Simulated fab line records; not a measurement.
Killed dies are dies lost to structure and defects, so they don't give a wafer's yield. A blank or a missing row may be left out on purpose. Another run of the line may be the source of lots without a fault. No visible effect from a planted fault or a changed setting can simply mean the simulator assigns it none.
Chamber matching | flow nand-harc | NHARC_P_ZERO_WELL_ETCH_63 on rie-si-06: 4 sister chambers
The step etches the open film in HBr/Cl2, target depth 120 nm, time 40.1 s. 8 wafers are shown with their chamber, then 9 later ones without.

== WAFERS PAIRED WITH THEIR CHAMBERS ==
wafer  | chamber | drypump-motor-current-A (A) | mfc-cl2-sccm (sccm)
L077.4 | 3       | 4.9                         | 50.11
L080.4 | 2       | 5.8                         | 49.92
L085.3 | 3       | 4.9                         | 50.08
L085.4 | 0       | 5.7                         | 49.96
L085.5 | 1       | 5.8                         | 50.23
L089.1 | 1       | 5.8                         | 49.92
L089.2 | 2       | 5.7                         | 49.97
L089.4 | 0       | 5.7                         | 50.00

== WAFERS WITHOUT THEIR CHAMBER ==
wafer  | drypump-motor-current-A (A) | mfc-cl2-sccm (sccm)
L090.1 | 5.8                         | 50.22
L090.2 | 5.7                         | 49.97
L090.6 | 5.7                         | 49.98
L091.1 | 5.8                         | 50.10
L091.2 | 5.7                         | 50.20
L091.5 | 5.8                         | 49.97
L096.2 | 4.9                         | 50.06
L096.4 | 5.8                         | 50.14
L096.6 | 5.8                         | 50.10

== WHICH CHAMBER EACH WENT THROUGH ==
wafer  | from the rows above          | in truth
L090.1 | can't be placed: 1 or 2      | 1
L090.2 | can't be placed: 0 or 2      | 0
L090.6 | can't be placed: 0 or 2      | 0
L091.1 | can't be placed: 1 or 2      | 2
L091.2 | can't be placed: 0 or 2 or 1 | 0
L091.5 | can't be placed: 1 or 2 or 0 | 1
L096.2 | 3                            | 3
L096.4 | can't be placed: 1 or 2      | 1
L096.6 | can't be placed: 1 or 2      | 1
Placed correctly: 1 of 9. These rows do not allow placing 8 (true chamber among the candidates in 8). Number placed wrongly: 0.
How it was worked out, from the rows above alone: a wafer's distance from a chamber is the root of the sum, over the readings, of the square of ((its reading less the chamber's mean) divided by the reading's scatter). If the next closest chamber is less than 2 further off than the closest, the wafer can't be placed; otherwise it belongs to the closest. For every chamber, the mean is computed from those of its wafers that are shown. The scatter is the square root of a quotient: the sum, over the shown wafers, of each reading's squared deviation from its chamber's mean, divided by wafers minus chambers.
